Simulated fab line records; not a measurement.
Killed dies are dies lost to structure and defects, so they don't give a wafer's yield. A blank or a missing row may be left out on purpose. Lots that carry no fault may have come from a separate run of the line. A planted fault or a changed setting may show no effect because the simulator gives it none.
fab line records || flow nand-harc
record {"lots": 7, "wafers": 19, "last-day": 32}
route steps=1302 shown A_CHANNEL_FILL_D1@515 A_DECK1_JOINT@518 END@1302
lots with no fault: from the same line, run without faults
start-h: start of the lot's first displayed wafer, in hours after the record's first day || wait-h: hours from the lot's prior step to this one || " repeats the value in the row above || L1.1+2: one row covering several wafers at once || - value missing, or start not given || * or withheld: withheld || < > ~ a bound
route shown NAME@n: a module of which the file shows steps, and the number in the route of the first || usual: mean/standard deviation taken from wafers without a fault || same: alike in all rows || chamber/n: place in a boat || sites: readings site by site || _std_site: how widely they spread, as a standard deviation || _edge_site: outer sites' mean less inner sites' || radius-mm: for every site, how far away it sits from the centre of the wafer || mask NAME#n: copy n || behind: the last tool/chamber to shape the wafer || hold: why the lot went on hold/how many hours it stayed there/how the hold came to an end || device: the n, p or np transistor that did not switch || end of line: tests run on the same wafers once the route is complete || for a step that has no rows: nothing shown but its recipe || killed: dies that structure and defects cost at the first sort, which is not the same as the wafer's yield || map: the dies of a wafer, with x for killed, . for not killed, _ for no die there
set.NAME: the run value of the setting; set.NAME@STEP: its run value at that earlier step || model.NAME: the simulator's own value behind a step, which no gauge read
lots at selected steps of the route; one table per step, one row per wafer
services: the hour from which a tool's chamber was out of use, counted from the record's first day as start-h (under 0 if before that day), plus the number of hours and why
## steps
# step NHARC_A_CHANNEL_FILL_D1_SRD_12
# step NHARC_A_CHANNEL_FILL_D1_INSPECT_13
# usual {"raw-defect-count": "317/140"}
{"lot.wafer": "L292.2", "tool": "defect-inspect-02", "chamber": "-", "start-h": 247.91, "wait-h": 0.0, "raw-defect-count": 258}
{"lot.wafer": "L292.3", "tool": "defect-inspect-02", "chamber": "-", "start-h": 247.91, "wait-h": 0.0, "raw-defect-count": 222}
{"lot.wafer": "L292.4", "tool": "defect-inspect-02", "chamber": "-", "start-h": 247.91, "wait-h": 0.0, "raw-defect-count": 291}
{"lot.wafer": "L300.2", "tool": "defect-inspect-01", "chamber": "-", "start-h": 314.61, "wait-h": 0.0, "raw-defect-count": 542}
{"lot.wafer": "L300.4", "tool": "defect-inspect-01", "chamber": "-", "start-h": 314.61, "wait-h": 0.0, "raw-defect-count": 326}
{"lot.wafer": "L300.5", "tool": "defect-inspect-01", "chamber": "-", "start-h": 314.61, "wait-h": 0.0, "raw-defect-count": 669}
{"lot.wafer": "L302.2", "tool": "defect-inspect-01", "chamber": "-", "start-h": 333.52, "wait-h": 0.0, "raw-defect-count": 308}
{"lot.wafer": "L302.5", "tool": "defect-inspect-01", "chamber": "-", "start-h": 333.52, "wait-h": 0.0, "raw-defect-count": 502}
{"lot.wafer": "L304.1", "tool": "defect-inspect-01", "chamber": "-", "start-h": 346.89, "wait-h": 0.0, "raw-defect-count": 335}
{"lot.wafer": "L304.3", "tool": "defect-inspect-01", "chamber": "-", "start-h": 346.89, "wait-h": 0.0, "raw-defect-count": 226}
{"lot.wafer": "L304.4", "tool": "defect-inspect-01", "chamber": "-", "start-h": 346.89, "wait-h": 0.0, "raw-defect-count": 441}
{"lot.wafer": "L303.2", "tool": "defect-inspect-02", "chamber": "-", "start-h": 346.89, "wait-h": 0.0, "raw-defect-count": 143}
{"lot.wafer": "L303.4", "tool": "defect-inspect-02", "chamber": "-", "start-h": 346.89, "wait-h": 0.0, "raw-defect-count": 196}
{"lot.wafer": "L313.2", "tool": "defect-inspect-02", "chamber": "-", "start-h": 448.20, "wait-h": 0.0, "raw-defect-count": 170}
{"lot.wafer": "L313.5", "tool": "defect-inspect-02", "chamber": "-", "start-h": 448.20, "wait-h": 0.0, "raw-defect-count": 480}
{"lot.wafer": "L313.6", "tool": "defect-inspect-02", "chamber": "-", "start-h": 448.20, "wait-h": 0.0, "raw-defect-count": 138}
{"lot.wafer": "L312.3", "tool": "defect-inspect-01", "chamber": "-", "start-h": 448.21, "wait-h": 0.0, "raw-defect-count": 250}
{"lot.wafer": "L312.5", "tool": "defect-inspect-01", "chamber": "-", "start-h": 448.21, "wait-h": 0.0, "raw-defect-count": 204}
{"lot.wafer": "L312.6", "tool": "defect-inspect-01", "chamber": "-", "start-h": 448.21, "wait-h": 0.0, "raw-defect-count": 145}
# step NHARC_A_DECK1_JOINT_ETCHBACK_07
# recipe {"target-depth-a": 1050, "time-s": 26.9, "hbr-flow-sccm": 150, "rf-w": 350, "icp-w": 350, "bias-w": 60, "chemistry": "HBr"}
# usual {"drypump-motor-current-A": "5.8/0.45", "oes-product-au": "1.000/0.0076", "throttle-valve-pct": "23.266/0.0098"}
{"lot.wafer": "L292.4", "tool": "rie-si-06", "chamber": 3, "start-h": 247.98, "wait-h": 0.1, "drypump-motor-current-A": 5.9, "oes-product-au": 0.997, "rf-hours-counter-h": 1.0, "throttle-valve-pct": 23.264}
{"lot.wafer": "L292.3", "tool": "rie-si-06", "chamber": 0, "start-h": 247.98, "wait-h": 0.1, "drypump-motor-current-A": 6.4, "oes-product-au": 0.994, "rf-hours-counter-h": 1.0, "throttle-valve-pct": 23.268}
{"lot.wafer": "L292.2", "tool": "rie-si-06", "chamber": 1, "start-h": 247.98, "wait-h": 0.1, "drypump-motor-current-A": 6.5, "oes-product-au": 1.014, "rf-hours-counter-h": 1.1, "throttle-valve-pct": 23.263}
{"lot.wafer": "L300.2", "tool": "rie-si-04", "chamber": 0, "start-h": 314.70, "wait-h": 0.1, "drypump-motor-current-A": 5.7, "oes-product-au": 1.004, "rf-hours-counter-h": 1.1, "throttle-valve-pct": 23.264}
{"lot.wafer": "L300.4", "tool": "rie-si-04", "chamber": 1, "start-h": 314.70, "wait-h": 0.1, "drypump-motor-current-A": 6.0, "oes-product-au": 0.998, "rf-hours-counter-h": 0.9, "throttle-valve-pct": 23.262}
{"lot.wafer": "L300.5", "tool": "rie-si-04", "chamber": 2, "start-h": 314.70, "wait-h": 0.1, "drypump-motor-current-A": 5.2, "oes-product-au": 1.015, "rf-hours-counter-h": "-", "throttle-valve-pct": 23.283}
{"lot.wafer": "L302.2", "tool": "rie-si-03", "chamber": 2, "start-h": 333.60, "wait-h": 0.1, "drypump-motor-current-A": 5.4, "oes-product-au": 0.993, "rf-hours-counter-h": 0.7, "throttle-valve-pct": 23.256}
{"lot.wafer": "L302.5", "tool": "rie-si-03", "chamber": 0, "start-h": 333.60, "wait-h": 0.1, "drypump-motor-current-A": 5.3, "oes-product-au": 1.001, "rf-hours-counter-h": "-", "throttle-valve-pct": 23.250}
{"lot.wafer": "L304.3", "tool": "rie-si-03", "chamber": 2, "start-h": 346.96, "wait-h": 0.1, "drypump-motor-current-A": 5.4, "oes-product-au": 1.003, "rf-hours-counter-h": 0.8, "throttle-valve-pct": 23.276}
{"lot.wafer": "L304.1", "tool": "rie-si-03", "chamber": 3, "start-h": 346.96, "wait-h": 0.1, "drypump-motor-current-A": 6.2, "oes-product-au": 0.985, "rf-hours-counter-h": 0.7, "throttle-valve-pct": 23.264}
{"lot.wafer": "L304.4", "tool": "rie-si-03", "chamber": 0, "start-h": 346.96, "wait-h": 0.1, "drypump-motor-current-A": 5.4, "oes-product-au": 1.004, "rf-hours-counter-h": 0.8, "throttle-valve-pct": 23.263}
{"lot.wafer": "L303.2", "tool": "rie-si-06", "chamber": 0, "start-h": 346.98, "wait-h": 0.1, "drypump-motor-current-A": 6.4, "oes-product-au": 1.006, "rf-hours-counter-h": 0.7, "throttle-valve-pct": 23.264}
{"lot.wafer": "L303.4", "tool": "rie-si-06", "chamber": 1, "start-h": 346.98, "wait-h": 0.1, "drypump-motor-current-A": 6.5, "oes-product-au": 1.002, "rf-hours-counter-h": 0.6, "throttle-valve-pct": 23.266}
{"lot.wafer": "L312.3", "tool": "rie-si-06", "chamber": 3, "start-h": 448.28, "wait-h": 0.1, "drypump-motor-current-A": 5.9, "oes-product-au": 0.999, "rf-hours-counter-h": 0.1, "throttle-valve-pct": 23.251}
{"lot.wafer": "L312.5", "tool": "rie-si-06", "chamber": 2, "start-h": 448.28, "wait-h": 0.1, "drypump-motor-current-A": 5.5, "oes-product-au": 1.014, "rf-hours-counter-h": "-", "throttle-valve-pct": 23.262}
{"lot.wafer": "L312.6", "tool": "rie-si-06", "chamber": 3, "start-h": 448.28, "wait-h": 0.1, "drypump-motor-current-A": 5.9, "oes-product-au": 0.996, "rf-hours-counter-h": "-", "throttle-valve-pct": 23.265}
{"lot.wafer": "L313.2", "tool": "rie-si-04", "chamber": 1, "start-h": 448.29, "wait-h": 0.1, "drypump-motor-current-A": 6.0, "oes-product-au": 0.983, "rf-hours-counter-h": 0.5, "throttle-valve-pct": 23.265}
{"lot.wafer": "L313.5", "tool": "rie-si-04", "chamber": 3, "start-h": 448.29, "wait-h": 0.1, "drypump-motor-current-A": 5.5, "oes-product-au": 1.007, "rf-hours-counter-h": "-", "throttle-valve-pct": 23.258}
{"lot.wafer": "L313.6", "tool": "rie-si-04", "chamber": 0, "start-h": 448.29, "wait-h": 0.1, "drypump-motor-current-A": 5.7, "oes-product-au": 1.001, "rf-hours-counter-h": "-", "throttle-valve-pct": 23.258}
# step NHARC_A_DECK1_JOINT_ETCH_25
# recipe {"target-depth-a": 5, "chemistry": "dHF", "material": "SiO2"}
# step NHARC_A_DECK1_JOINT_ETCH_19
# recipe {"temp-c": 25, "target-depth-a": 30, "chemistry": "TMAH", "material": "poly-Si"}
# step NHARC_A_DECK1_JOINT_ETCH_18
# recipe {"target-depth-a": 30, "chemistry": "dHF", "material": "SiO2"}
# step NHARC_A_DECK1_JOINT_WET_08
# recipe {"temp-c": 160, "time-s": 86, "chemistry": "H3PO4"}
# step NHARC_A_DECK1_JOINT_ETCH_09
# recipe {"target-depth-a": 50, "chemistry": "dHF", "material": "SiO2"}
# step NHARC_A_DECK1_JOINT_WET_10
# recipe {"temp-c": 160, "time-s": 86, "chemistry": "H3PO4"}
# step NHARC_A_DECK1_JOINT_ETCH_11
# recipe {"target-depth-a": 350, "chemistry": "dHF", "material": "SiO2"}
# step NHARC_A_DECK1_JOINT_CVD_12
# recipe {"target-thk-a": 900, "temp-c": 620, "pressure-mtorr": 200, "time-s": 1800, "material": "poly-Si"}
# step NHARC_A_DECK1_JOINT_CMP_13
# recipe {"target-thk-nm": 51.023}
# usual {"motor-current-A": "11.9/1.1", "time-to-endpoint-s": "9.4/2.5"}
{"lot.wafer": "L292.2", "tool": "cmp-02", "chamber": 1, "start-h": 261.81, "wait-h": 0.4, "motor-current-A": 13.2, "time-to-endpoint-s": 9.8}
{"lot.wafer": "L292.3", "tool": "cmp-02", "chamber": 2, "start-h": 261.81, "wait-h": 0.4, "motor-current-A": 11.7, "time-to-endpoint-s": 11.9}
{"lot.wafer": "L292.4", "tool": "cmp-02", "chamber": 3, "start-h": 261.81, "wait-h": 0.4, "motor-current-A": 13.0, "time-to-endpoint-s": 12.5}
{"lot.wafer": "L300.2", "tool": "cmp-04", "chamber": 2, "start-h": 324.95, "wait-h": 0.4, "motor-current-A": 11.7, "time-to-endpoint-s": 12.7}
{"lot.wafer": "L300.4", "tool": "cmp-04", "chamber": 0, "start-h": 324.95, "wait-h": 0.4, "motor-current-A": 11.8, "time-to-endpoint-s": 19.4}
{"lot.wafer": "L300.5", "tool": "cmp-04", "chamber": 2, "start-h": 324.95, "wait-h": 0.4, "motor-current-A": 11.3, "time-to-endpoint-s": 20.4}
{"lot.wafer": "L302.2", "tool": "cmp-04", "chamber": 2, "start-h": 343.69, "wait-h": 0.4, "motor-current-A": 11.0, "time-to-endpoint-s": 12.7}
{"lot.wafer": "L302.5", "tool": "cmp-04", "chamber": 2, "start-h": 343.69, "wait-h": 0.4, "motor-current-A": 11.4, "time-to-endpoint-s": 20.2}
{"lot.wafer": "L304.1", "tool": "cmp-02", "chamber": 3, "start-h": 357.06, "wait-h": 0.4, "motor-current-A": 12.7, "time-to-endpoint-s": 12.7}
{"lot.wafer": "L304.4", "tool": "cmp-02", "chamber": 0, "start-h": 357.06, "wait-h": 0.4, "motor-current-A": 10.6, "time-to-endpoint-s": 7.3}
{"lot.wafer": "L304.3", "tool": "cmp-02", "chamber": 2, "start-h": 357.06, "wait-h": 0.4, "motor-current-A": 12.3, "time-to-endpoint-s": 10.2}
{"lot.wafer": "L303.2", "tool": "cmp-04", "chamber": 0, "start-h": 357.09, "wait-h": 0.4, "motor-current-A": 11.3, "time-to-endpoint-s": 10.9}
{"lot.wafer": "L303.4", "tool": "cmp-04", "chamber": 2, "start-h": 357.09, "wait-h": 0.4, "motor-current-A": 11.3, "time-to-endpoint-s": 22.4}
{"lot.wafer": "L312.3", "tool": "cmp-04", "chamber": 1, "start-h": 458.56, "wait-h": 0.4, "motor-current-A": 13.1, "time-to-endpoint-s": 5.2}
{"lot.wafer": "L312.6", "tool": "cmp-04", "chamber": 1, "start-h": 458.56, "wait-h": 0.4, "motor-current-A": 13.7, "time-to-endpoint-s": 7.0}
{"lot.wafer": "L312.5", "tool": "cmp-04", "chamber": 2, "start-h": 458.56, "wait-h": 0.4, "motor-current-A": 11.7, "time-to-endpoint-s": 11.0}
{"lot.wafer": "L313.2", "tool": "cmp-02", "chamber": 3, "start-h": 458.64, "wait-h": 0.4, "motor-current-A": 13.5, "time-to-endpoint-s": 13.4}
{"lot.wafer": "L313.6", "tool": "cmp-02", "chamber": 0, "start-h": 458.64, "wait-h": 0.4, "motor-current-A": 10.7, "time-to-endpoint-s": 11.0}
{"lot.wafer": "L313.5", "tool": "cmp-02", "chamber": 1, "start-h": 458.64, "wait-h": 0.4, "motor-current-A": 13.3, "time-to-endpoint-s": 7.6}
# step NHARC_A_DECK1_JOINT_THK_MEAS_14
# recipe {"thk-meas-gauge": "ellipsometry"}
# usual {"thk-nm": "51.3/1.5"}
{"lot.wafer": "L292.2", "tool": "film-metro-02", "chamber": "-", "start-h": 262.04, "wait-h": 0.2, "thk-nm": 50.6}
{"lot.wafer": "L292.3", "tool": "film-metro-02", "chamber": "-", "start-h": 262.04, "wait-h": 0.2, "thk-nm": 51.4}
{"lot.wafer": "L292.4", "tool": "film-metro-02", "chamber": "-", "start-h": 262.04, "wait-h": 0.2, "thk-nm": 49.6}
{"lot.wafer": "L300.2", "tool": "film-metro-02", "chamber": "-", "start-h": 325.18, "wait-h": 0.2, "thk-nm": 52.0}
{"lot.wafer": "L300.4", "tool": "film-metro-02", "chamber": "-", "start-h": 325.18, "wait-h": 0.2, "thk-nm": 52.3}
{"lot.wafer": "L300.5", "tool": "film-metro-02", "chamber": "-", "start-h": 325.18, "wait-h": 0.2, "thk-nm": 52.7}
{"lot.wafer": "L302.2", "tool": "film-metro-02", "chamber": "-", "start-h": 343.95, "wait-h": 0.2, "thk-nm": 51.3}
{"lot.wafer": "L302.5", "tool": "film-metro-02", "chamber": "-", "start-h": 343.95, "wait-h": 0.2, "thk-nm": 49.3}
{"lot.wafer": "L304.1", "tool": "film-metro-02", "chamber": "-", "start-h": 357.32, "wait-h": 0.2, "thk-nm": 53.6}
{"lot.wafer": "L304.3", "tool": "film-metro-02", "chamber": "-", "start-h": 357.32, "wait-h": 0.2, "thk-nm": 50.5}
{"lot.wafer": "L304.4", "tool": "film-metro-02", "chamber": "-", "start-h": 357.32, "wait-h": 0.2, "thk-nm": 51.1}
{"lot.wafer": "L303.2", "tool": "film-metro-01", "chamber": "-", "start-h": 357.32, "wait-h": 0.2, "thk-nm": 52.8}
{"lot.wafer": "L303.4", "tool": "film-metro-01", "chamber": "-", "start-h": 357.32, "wait-h": 0.2, "thk-nm": 53.2}
{"lot.wafer": "L312.3", "tool": "film-metro-01", "chamber": "-", "start-h": 458.82, "wait-h": 0.2, "thk-nm": 52.8}
{"lot.wafer": "L312.5", "tool": "film-metro-01", "chamber": "-", "start-h": 458.82, "wait-h": 0.2, "thk-nm": 54.0}
{"lot.wafer": "L312.6", "tool": "film-metro-01", "chamber": "-", "start-h": 458.82, "wait-h": 0.2, "thk-nm": 52.1}
{"lot.wafer": "L313.2", "tool": "film-metro-02", "chamber": "-", "start-h": 458.83, "wait-h": 0.2, "thk-nm": 52.6}
{"lot.wafer": "L313.5", "tool": "film-metro-02", "chamber": "-", "start-h": 458.83, "wait-h": 0.2, "thk-nm": 49.9}
{"lot.wafer": "L313.6", "tool": "film-metro-02", "chamber": "-", "start-h": 458.83, "wait-h": 0.2, "thk-nm": 52.5}
# step NHARC_END_SORT_01
# recipe {"temp-c": 25}
# usual {"killed-at-array": "58/20", "killed-at-other": "1.0/1.2", "killed-at-periphery": "4.1/3", "killed-dies": "63/20", "killed-open": "3.2/1.7", "killed-short": "2.5/1.5"}
# same {"gross-dies": 677}
{"lot.wafer": "L302.2", "tool": "prober-01", "chamber": 0, "start-h": 659.64, "wait-h": 2.8, "killed-at-array": 59, "killed-at-other": 3, "killed-at-periphery": 10, "killed-dies": 72, "killed-open": 5, "killed-short": 1}
{"lot.wafer": "L302.5", "tool": "prober-01", "chamber": 0, "start-h": 662.04, "wait-h": 3.7, "killed-at-array": 53, "killed-at-other": 2, "killed-at-periphery": 8, "killed-dies": 63, "killed-open": 5, "killed-short": 1}
{"lot.wafer": "L312.3", "tool": "prober-02", "chamber": 0, "start-h": 770.04, "wait-h": 3.1, "killed-at-array": 80, "killed-at-other": 1, "killed-at-periphery": 1, "killed-dies": 82, "killed-open": 1, "killed-short": 1}
{"lot.wafer": "L312.5", "tool": "prober-02", "chamber": 0, "start-h": 771.64, "wait-h": 3.7, "killed-at-array": 84, "killed-at-other": 2, "killed-at-periphery": 6, "killed-dies": 92, "killed-open": 3, "killed-short": 0}
{"lot.wafer": "L312.6", "tool": "prober-02", "chamber": 0, "start-h": 772.44, "wait-h": 4.0, "killed-at-array": 86, "killed-at-other": 1, "killed-at-periphery": 4, "killed-dies": 91, "killed-open": 4, "killed-short": 2}
# killed by level:class
L302.2 A_SLIT:chamber-film-flake=33 A_CHANNEL_HOLE_D1:chamber-film-flake=7 A_CONTACT:chamber-film-flake=6 P_ZERO_WELL:chamber-film-flake=5 A_CHANNEL_HOLE_D2:chamber-film-flake=5 THIN_TSV:chamber-film-flake=3 P_CONTACT:geometric-particle:open=2 P_GATE:chamber-film-flake=2
L302.5 A_SLIT:chamber-film-flake=25 A_CHANNEL_HOLE_D2:chamber-film-flake=9 P_ZERO_WELL:chamber-film-flake=5 A_CHANNEL_HOLE_D1:chamber-film-flake=5 A_CONTACT:chamber-film-flake=4 P_GATE:geometric-particle:open=2 A_STAIRCASE:chamber-film-flake=2 THIN_TSV:chamber-film-flake=2
L312.3 A_SLIT:chamber-film-flake=36 A_CHANNEL_HOLE_D2:chamber-film-flake=31 A_CHANNEL_HOLE_D1:unspecified=5 A_CHANNEL_HOLE_D1:chamber-film-flake=2 A_CHANNEL_FILL_D1:geometric-particle:open=1 A_SGD_CUT:geometric-particle:short=1 P_M1:chamber-film-flake=1 A_DECK1_JOINT:chamber-film-flake=1
L312.5 A_SLIT:chamber-film-flake=40 A_CHANNEL_HOLE_D2:chamber-film-flake=33 P_M1:chamber-film-flake=3 A_STAIRCASE:chamber-film-flake=3 P_GATE:chamber-film-flake=2 A_CHANNEL_HOLE_D1:chamber-film-flake=2 A_DECK1_JOINT:chamber-film-flake=2 THIN_TSV:chamber-film-flake=2
L312.6 A_SLIT:chamber-film-flake=36 A_CHANNEL_HOLE_D2:chamber-film-flake=36 A_CONTACT:chamber-film-flake=3 A_BLC:geometric-particle:open=2 P_M1:chamber-film-flake=2 A_CHANNEL_HOLE_D1:unspecified=2 A_STAIRCASE:chamber-film-flake=2 P_CONTACT:geometric-particle:short=1
## services
{"tool": "cmp-04", "chamber": "-", "start-h": 229.64, "hours": 0.9, "kind": "repair"}
{"tool": "cmp-02", "chamber": "-", "start-h": 232.51, "hours": 4.0, "kind": "pm"}
{"tool": "rie-si-06", "chamber": "-", "start-h": 244.98, "hours": 0.3, "kind": "repair"}
{"tool": "rie-si-06", "chamber": "-", "start-h": 249.00, "hours": 9.0, "kind": "pm"}
{"tool": "rie-si-06", "chamber": 0, "start-h": 263.96, "hours": 8.1, "kind": "repair"}
{"tool": "cmp-02", "chamber": "-", "start-h": 268.92, "hours": 1.8, "kind": "repair"}
{"tool": "rie-si-03", "chamber": 1, "start-h": 276.91, "hours": 7.8, "kind": "repair"}
{"tool": "cmp-04", "chamber": "-", "start-h": 307.02, "hours": 4.0, "kind": "pm"}
{"tool": "cmp-04", "chamber": "-", "start-h": 311.02, "hours": "-", "kind": "consumable-replace:conditioner"}
{"tool": "rie-si-03", "chamber": 1, "start-h": 318.46, "hours": 3.6, "kind": "repair"}
{"tool": "cmp-02", "chamber": "-", "start-h": 330.51, "hours": 4.0, "kind": "pm"}
{"tool": "rie-si-03", "chamber": "-", "start-h": 340.58, "hours": 0.2, "kind": "repair"}
{"tool": "rie-si-04", "chamber": "-", "start-h": 342.00, "hours": 9.0, "kind": "pm"}
{"tool": "cmp-04", "chamber": "-", "start-h": 360.92, "hours": 1.2, "kind": "repair"}
{"tool": "cmp-02", "chamber": "-", "start-h": 371.88, "hours": 0.8, "kind": "repair"}
{"tool": "cmp-04", "chamber": "-", "start-h": 377.60, "hours": 1.0, "kind": "repair"}
{"tool": "rie-si-06", "chamber": 3, "start-h": 377.71, "hours": 8.4, "kind": "repair"}
{"tool": "rie-si-06", "chamber": 0, "start-h": 382.69, "hours": 7.9, "kind": "repair"}
{"tool": "rie-si-03", "chamber": "-", "start-h": 398.00, "hours": 9.0, "kind": "pm"}
{"tool": "cmp-04", "chamber": "-", "start-h": 405.02, "hours": 4.0, "kind": "pm"}
{"tool": "cmp-02", "chamber": "-", "start-h": 413.88, "hours": 4.8, "kind": "repair"}
{"tool": "rie-si-06", "chamber": "-", "start-h": 426.00, "hours": 9.0, "kind": "pm"}
{"tool": "cmp-02", "chamber": "-", "start-h": 426.10, "hours": 3.6, "kind": "repair"}
{"tool": "rie-si-06", "chamber": "-", "start-h": 442.16, "hours": 0.4, "kind": "repair"}
## key
first-sign {"step": "NHARC_A_DECK1_JOINT_CMP_13", "reading": "time-to-endpoint-s", "direction": "up", "sigmas": 4.5, "usual": "*", "struck": "*"}
effect none on later readings
met-at NHARC_A_DECK1_JOINT_CMP_13
struck-wafers L300.4,L300.5,L302.5,L303.4
tester-left-out L300,L302,L303
fault {"kind": "process-parameter-drift", "tool": "cmp-04", "chamber": "-", "onset-h": 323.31, "steps": "NHARC_A_DECK1_JOINT_CMP_13", "channel": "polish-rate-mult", "offset": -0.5, "shape": "step", "end-h": 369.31, "scope": "struck-wafers-only"}
# tester-left-out: of these lots the tester's yield and bins aren't shown, on N5 and GAA mostly nor the transistor test; their killed dies are dies lost to structure and defects alone, not to doping, threshold or leakage, so they don't give the yield
